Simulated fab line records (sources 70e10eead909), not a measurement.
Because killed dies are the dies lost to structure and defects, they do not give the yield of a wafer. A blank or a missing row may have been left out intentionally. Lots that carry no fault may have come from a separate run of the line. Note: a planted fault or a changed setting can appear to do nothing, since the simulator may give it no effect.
What tool caused it? || flow nand_harc || 18 wafers from 6 lots sampled at 3 of the route's 1302 steps

## WHAT THE GAUGES READ, wafer by wafer
NHARC_A_M0_THK_MEAS_24: measures by xrf.
{"lot": "L666", "measured": "day 23 15:04", "on": "film_metro-02", "thk_nm (nm)": "114.0 113.4 112.7"}
{"lot": "L671", "measured": "day 25 00:31", "on": "film_metro-02", "thk_nm (nm)": "112.1 112.0 110.9"}
{"lot": "L681", "measured": "day 29 16:49", "on": "film_metro-01", "thk_nm (nm)": "115.7 112.2 112.8"}
{"lot": "L683", "measured": "day 30 15:28", "on": "film_metro-01", "thk_nm (nm)": "114.2 113.5 111.6"}
{"lot": "L685", "measured": "day 30 21:55", "on": "film_metro-02", "thk_nm (nm)": "112.2 111.5 113.9"}
{"lot": "L687", "measured": "day 32 06:18", "on": "film_metro-02", "thk_nm (nm)": "114.4 114.6 112.7"}

## WHICH TOOL RAN EACH LOT (tool, then ch and the chambers of the sampled wafers, then the start)
{"lot": "L666", "NHARC_A_BLC_CVD_24": "cvd_w-01 ch 0,1, day 23 13:41 or earlier", "NHARC_A_M0_DEGAS_28": "pvd_sputter-01, day 23 13:41"}
{"lot": "L671", "NHARC_A_BLC_CVD_24": "cvd_w-02 ch 0,1, day 24 23:08 or earlier", "NHARC_A_M0_DEGAS_28": "pvd_sputter-02, day 24 23:08"}
{"lot": "L681", "NHARC_A_BLC_CVD_24": "cvd_w-02 ch 0,1, day 29 15:23 or earlier", "NHARC_A_M0_DEGAS_28": "pvd_sputter-02, day 29 15:23"}
{"lot": "L683", "NHARC_A_BLC_CVD_24": "cvd_w-01 ch 0,1, day 30 14:04 or earlier", "NHARC_A_M0_DEGAS_28": "pvd_sputter-01, day 30 14:04"}
{"lot": "L685", "NHARC_A_BLC_CVD_24": "cvd_w-02 ch 0,1, day 30 20:27 or earlier", "NHARC_A_M0_DEGAS_28": "pvd_sputter-03, day 30 20:27"}
{"lot": "L687", "NHARC_A_BLC_CVD_24": "cvd_w-01 ch 0,1, day 32 04:55 or earlier", "NHARC_A_M0_DEGAS_28": "pvd_sputter-01, day 32 04:55"}
- NHARC_A_BLC_CVD_24: deposits W, target thk 150 nm, time 434 s.
- NHARC_A_M0_DEGAS_28: time 60 s.

## THE ANSWER, worked out from the rows above alone
Rule: what is usual is taken from the lots themselves. Put in order of their means at a reading, lots are off if they are a third of the lots or fewer, leave a main group of 4 or more, and stand apart from it by a gap of 3 or more times the standard deviation of the main group's means; of several such gaps the widest counts. If all means in a main group match to the digits the tables above print for the reading, that group is not used. A lot without any number at a reading at which 4 lots or more have one is off too. Where the step has rows for the other lots, those lots are counted as sound.
Across all readings shown, no lot is off: no conclusion can be drawn from this.

## WHAT THE SIMULATOR HAD PUT IN
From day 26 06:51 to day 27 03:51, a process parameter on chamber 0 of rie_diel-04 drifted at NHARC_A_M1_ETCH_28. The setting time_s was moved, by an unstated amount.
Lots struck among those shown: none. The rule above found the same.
